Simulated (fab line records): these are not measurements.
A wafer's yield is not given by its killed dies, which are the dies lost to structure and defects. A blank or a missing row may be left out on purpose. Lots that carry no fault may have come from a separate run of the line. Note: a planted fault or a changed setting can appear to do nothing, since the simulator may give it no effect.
Chamber matching :: flow n5_finfet :: N5_BEOL_M5_DEP_56 on pecvd-02: 3 sister chambers
The step deposits SiCN from 3MS/NH3, target thk 8 nm, time 14 s. 20 wafers are shown with their chamber, then 10 later ones without.

WAFERS PAIRED WITH THEIR CHAMBERS
wafer: L074.3
chamber: 1
showerhead_plenum_p_Torr (Torr): 3.657
throttle_valve_pct (%): 9.0

wafer: L074.4
chamber: 0
showerhead_plenum_p_Torr (Torr): 3.654
throttle_valve_pct (%): 8.7

wafer: L074.5
chamber: 2
showerhead_plenum_p_Torr (Torr): 3.672
throttle_valve_pct (%): 9.1

wafer: L075.3
chamber: 1
showerhead_plenum_p_Torr (Torr): 3.670
throttle_valve_pct (%): 9.1

wafer: L075.4
chamber: 0
showerhead_plenum_p_Torr (Torr): 3.647
throttle_valve_pct (%): 9.1

wafer: L075.6
chamber: 0
showerhead_plenum_p_Torr (Torr): 3.658
throttle_valve_pct (%): 9.1

wafer: L077.4
chamber: 0
showerhead_plenum_p_Torr (Torr): 3.645
throttle_valve_pct (%): 8.8

wafer: L077.5
chamber: 0
showerhead_plenum_p_Torr (Torr): 3.644
throttle_valve_pct (%): 9.1

wafer: L077.6
chamber: 1
showerhead_plenum_p_Torr (Torr): 3.668
throttle_valve_pct (%): 9.1

wafer: L080.2
chamber: 1
showerhead_plenum_p_Torr (Torr): 3.662
throttle_valve_pct (%): 8.9

wafer: L080.5
chamber: 1
showerhead_plenum_p_Torr (Torr): 3.648
throttle_valve_pct (%): 9.1

wafer: L080.6
chamber: 0
showerhead_plenum_p_Torr (Torr): 3.648
throttle_valve_pct (%): 9.1

wafer: L079.1
chamber: 2
showerhead_plenum_p_Torr (Torr): 3.675
throttle_valve_pct (%): 8.5

wafer: L079.5
chamber: 1
showerhead_plenum_p_Torr (Torr): 3.666
throttle_valve_pct (%): 9.0

wafer: L079.6
chamber: 2
showerhead_plenum_p_Torr (Torr): 3.661
throttle_valve_pct (%): 8.1

wafer: L083.1
chamber: 1
showerhead_plenum_p_Torr (Torr): 3.654
throttle_valve_pct (%): 9.4

wafer: L083.2
chamber: 2
showerhead_plenum_p_Torr (Torr): 3.670
throttle_valve_pct (%): 8.6

wafer: L083.5
chamber: 0
showerhead_plenum_p_Torr (Torr): 3.663
throttle_valve_pct (%): 8.7

wafer: L084.1
chamber: 1
showerhead_plenum_p_Torr (Torr): 3.662
throttle_valve_pct (%): 8.9

wafer: L084.4
chamber: 0
showerhead_plenum_p_Torr (Torr): 3.653
throttle_valve_pct (%): 9.1

SIGNATURES (means of the wafers above)
reading: showerhead_plenum_p_Torr
chamber 0: 3.65150
chamber 1: 3.66087
chamber 2: 3.66950
scatter within a chamber: 0.00692

reading: throttle_valve_pct
chamber 0: 8.963
chamber 1: 9.062
chamber 2: 8.575
scatter within a chamber: 0.236
Rule: a wafer lies at a distance from a chamber equal to the root of the sum of squares, over the readings, of (its reading less the chamber's mean, divided by the reading's scatter). The wafer belongs to the nearest chamber; if the next one is less than 2 further off, it can't be placed. The scatter: take each reading less its chamber's mean, square it, sum over the shown wafers, divide by the number of wafers less the number of chambers, and take the root.

WAFERS WHOSE CHAMBER IS MISSING
wafer: L084.5
showerhead_plenum_p_Torr (Torr): 3.659
throttle_valve_pct (%): 9.2

wafer: L085.2
showerhead_plenum_p_Torr (Torr): 3.672
throttle_valve_pct (%): 8.0

wafer: L085.4
showerhead_plenum_p_Torr (Torr): 3.671
throttle_valve_pct (%): 8.4

wafer: L085.5
showerhead_plenum_p_Torr (Torr): 3.650
throttle_valve_pct (%): 8.9

wafer: L090.2
showerhead_plenum_p_Torr (Torr): 3.658
throttle_valve_pct (%): 9.0

wafer: L090.3
showerhead_plenum_p_Torr (Torr): 3.674
throttle_valve_pct (%): 8.3

wafer: L090.6
showerhead_plenum_p_Torr (Torr): 3.643
throttle_valve_pct (%): 9.0

wafer: L096.1
showerhead_plenum_p_Torr (Torr): 3.650
throttle_valve_pct (%): 8.8

wafer: L096.3
showerhead_plenum_p_Torr (Torr): 3.673
throttle_valve_pct (%): 8.6

wafer: L096.6
showerhead_plenum_p_Torr (Torr): 3.669
throttle_valve_pct (%): 8.3

CHAMBER TAKEN BY EACH
wafer: L084.5
from the rows above: can't be placed: 1 or 0
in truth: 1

wafer: L085.2
from the rows above: 2
in truth: 2

wafer: L085.4
from the rows above: 2
in truth: 2

wafer: L085.5
from the rows above: can't be placed: 0 or 1
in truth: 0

wafer: L090.2
from the rows above: can't be placed: 1 or 0 or 2
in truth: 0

wafer: L090.3
from the rows above: 2
in truth: 2

wafer: L090.6
from the rows above: can't be placed: 0 or 1
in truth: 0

wafer: L096.1
from the rows above: can't be placed: 0 or 1
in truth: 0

wafer: L096.3
from the rows above: 2
in truth: 2

wafer: L096.6
from the rows above: 2
in truth: 2
Correctly placed: 5 of 10. Not placeable from these rows: 5 (in 5, the candidates include the true chamber). 0 placed wrongly.
